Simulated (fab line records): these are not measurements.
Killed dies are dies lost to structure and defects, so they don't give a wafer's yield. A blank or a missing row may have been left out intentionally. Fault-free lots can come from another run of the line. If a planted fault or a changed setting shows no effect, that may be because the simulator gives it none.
Matching of chambers / flow nandHarc / aldHk-01 running NHARC_A_STAIRCASE_ALD_415: 4 sister chambers
The step deposits SiO2, target thk 30 nm, pulse time 6 s, ald cycles 300. 4 wafers are shown with their chamber, then 11 later ones without.

## WAFERS, EACH WITH ITS CHAMBER
wafer=L084.1; chamber=3; heaterPowerW (W)=469
wafer=L084.4; chamber=2; heaterPowerW (W)=436
wafer=L086.6; chamber=0; heaterPowerW (W)=451
wafer=L089.3; chamber=1; heaterPowerW (W)=455

## WAFERS MISSING THEIR CHAMBER
wafer=L089.4; heaterPowerW (W)=475
wafer=L089.6; heaterPowerW (W)=449
wafer=L092.1; heaterPowerW (W)=423
wafer=L092.4; heaterPowerW (W)=446
wafer=L092.5; heaterPowerW (W)=430
wafer=L094.2; heaterPowerW (W)=456
wafer=L094.3; heaterPowerW (W)=440
wafer=L094.4; heaterPowerW (W)=431
wafer=L096.4; heaterPowerW (W)=446
wafer=L096.5; heaterPowerW (W)=456
wafer=L096.6; heaterPowerW (W)=439

## WHICH CHAMBER EACH ONE RAN IN
wafer=L089.4; from the rows above=3; in truth=3
wafer=L089.6; from the rows above=can't be placed: 0 or 1 or 2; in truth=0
wafer=L092.1; from the rows above=2; in truth=2
wafer=L092.4; from the rows above=can't be placed: 0 or 1 or 2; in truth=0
wafer=L092.5; from the rows above=2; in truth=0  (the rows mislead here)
wafer=L094.2; from the rows above=can't be placed: 1 or 0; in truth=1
wafer=L094.3; from the rows above=can't be placed: 2 or 0 or 1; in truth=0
wafer=L094.4; from the rows above=2; in truth=2
wafer=L096.4; from the rows above=can't be placed: 0 or 1 or 2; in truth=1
wafer=L096.5; from the rows above=can't be placed: 1 or 0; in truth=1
wafer=L096.6; from the rows above=can't be placed: 2 or 0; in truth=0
Correctly placed: 3 of 11. From these rows, 7 cannot be placed; in 7 the true chamber is one of the candidates. Wrongly placed: 1.
How it was worked out, from the rows above alone: a wafer's distance from a chamber is the root of the sum, over the readings, of the square of ((its reading less the chamber's mean) divided by the reading's scatter). The wafer belongs to the nearest chamber; if the next one is less than 2 further off, it can't be placed. The mean given for a chamber averages the wafers shown for that chamber. The scatter: with one shown wafer a chamber, the root of the mean of the squares of how far each hidden wafer lies from its nearest shown one.
